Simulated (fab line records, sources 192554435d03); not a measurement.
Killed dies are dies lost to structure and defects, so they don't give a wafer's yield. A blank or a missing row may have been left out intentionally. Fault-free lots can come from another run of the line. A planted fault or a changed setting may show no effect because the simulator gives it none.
Lot-split experiment ; flow n5-finfet ; 21 wafers read from 7 lots, route of 1938 steps

THE SPLIT ITSELF
At N5_BEOL_M2_HM_DEP_02 (deposits TiN, target thk 20 nm), the setting target-thk-a was moved away from the recipe's 200 angstrom on 4 of the 21 wafers read, by +6.3% to +12.7%. The other wafers ran this setting at the recipe's value.

FROM THE SPLIT TO THE READING: what the file shows between them, 10 steps
- N5_BEOL_M2_COAT_62: time 60 s, resist thk 12 nm (also split here: spin-rpm)
- N5_BEOL_M2_COAT_73: time 60 s, resist thk 5 nm
- N5_BEOL_M2_COAT_05: resist thk 30 nm
- N5_BEOL_M2_DESCUM_16: chemistry O2, time 7 s
- N5_BEOL_M2_ETCH_74: etches underlayer in N2/H2, target depth 6.5 nm, time 5.2 s
- N5_BEOL_M2_ETCH_63: etches SiARC in CF4, target depth 15.6 nm, time 26 s
- N5_BEOL_M2_ETCH_64: etches SOC in N2/H2, target depth 75 nm, overetch 22.5 nm, time 121.9 s
- N5_BEOL_M2_STRIP_65: strips in N2/H2
- N5_BEOL_M2_STRIP_75: strips in N2/H2
- N5_BEOL_M2_STRIP_66: strips in CF4

THE READING
etch.depth-nm (the simulator's own value, which no gauge read), in nm, at N5_BEOL_M2_HM_OPEN_17 (chemistry Cl2/BCl3, target TiN, target depth 20 nm, overetch 6 nm). The file does not state a usual value for it. Average 20.04 nm, standard deviation 0.18 nm, over the 17 wafers here run with the recipe.

wafer;tool, chamber at the split;target-thk-a as run, angstrom;against the recipe;etch.depth-nm, nm;against lot-mates on the recipe
L074.2;pvd-sputter-01, -;212.7;+6.3%;21.27;+1.26
L074.3;pvd-sputter-01, -;200;recipe;20.01;-
L074.5;pvd-sputter-01, -;212.7;+6.3%;21.3;+1.29
L078.3;pvd-sputter-02, -;200;recipe;20.14;-
L078.5;pvd-sputter-02, -;200;recipe;20.17;-
L078.6;pvd-sputter-02, -;200;recipe;20;-
L082.3;pvd-sputter-02, -;200;recipe;19.95;-
L082.5;pvd-sputter-02, -;200;recipe;20.07;-
L082.6;pvd-sputter-02, -;200;recipe;19.8;-
L085.1;pvd-sputter-02, -;225.3;+12.7%;22.43;+2.51
L085.2;pvd-sputter-02, -;225.3;+12.7%;22.46;+2.54
L085.6;pvd-sputter-02, -;200;recipe;19.92;-
L090.2;pvd-sputter-01, -;200;recipe;19.7;-
L090.4;pvd-sputter-01, -;200;recipe;19.94;-
L090.5;pvd-sputter-01, -;200;recipe;19.86;-
L091.2;pvd-sputter-01, -;200;recipe;20;-
L091.3;pvd-sputter-01, -;200;recipe;19.96;-
L091.5;pvd-sputter-01, -;200;recipe;20.13;-
L094.3;pvd-sputter-01, -;200;recipe;20.41;-
L094.4;pvd-sputter-01, -;200;recipe;20.33;-
L094.5;pvd-sputter-01, -;200;recipe;20.29;-

THE FIT
A straight line over all 21 wafers: etch.depth-nm changes by +0.191 nm for each +1% of target-thk-a; r = +0.98; the points scatter about the line by 0.17 nm.
The same after taking each lot's own level away (the mean of its wafers on the recipe; 21 wafers): +0.2 nm for each +1%; r = +1.00; scatter 0.075 nm.
The reading moves by 2.5 nm for the largest change in target-thk-a, on that fit.
Measured against the standard deviation above, the lots' own levels, which go from 19.833 to 20.343 nm, span 2.8 times it.
So the lot-to-lot level changes the slope little: the two slopes agree.
Check: with one of the wafers moved furthest among these (+12.7%) left out of the fit, the line predicts +2.54 nm for it against its lot-mates. It came out at +2.51 nm against them.

THESE WAFERS: OTHER SPLITS
Before the reading, these wafers also passed through other splits. Each is held against what the fit with the lots' levels taken away leaves over:
other split on the same wafers;wafers away from the commonest value;r with etch.depth-nm (lot level and that fit taken away)
N5_MOL_CONTACT_COAG_COAT_62 spin-rpm;3;-0.03
N5_BEOL_M0_SAQP_EXPOSE_11 dose-mj;5;+0.10
N5_BEOL_M1_ILD_DEP_00 time-s;3;-0.20
N5_BEOL_M1_PECVD_72 time-s;6;-0.41
N5_BEOL_M2_COAT_62 spin-rpm;7;+0.11

THE WHOLE CHAIN: every reading that the file lists as answering this split, in the file's order
step;what it does;reading;change (the file's fit);r (the file's)
N5_BEOL_M2_HM_DEP_02;deposits TiN, target thk 20 nm;TiN_of_BEOL_M2_HM_DEP_02.thk-nm (the simulator's own value, which no gauge read);+0.19 nm for each +1% of the setting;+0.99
N5_BEOL_M2_HM_OPEN_17;chemistry Cl2/BCl3, target TiN, target depth 20 nm, overetch 6 nm;etch.depth-nm (the simulator's own value, which no gauge read);+0.2 nm for each +1% of the setting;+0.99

THE FILE'S OWN FIT
etch.depth-nm changes by +0.2 nm for each +1% of target-thk-a, r = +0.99.
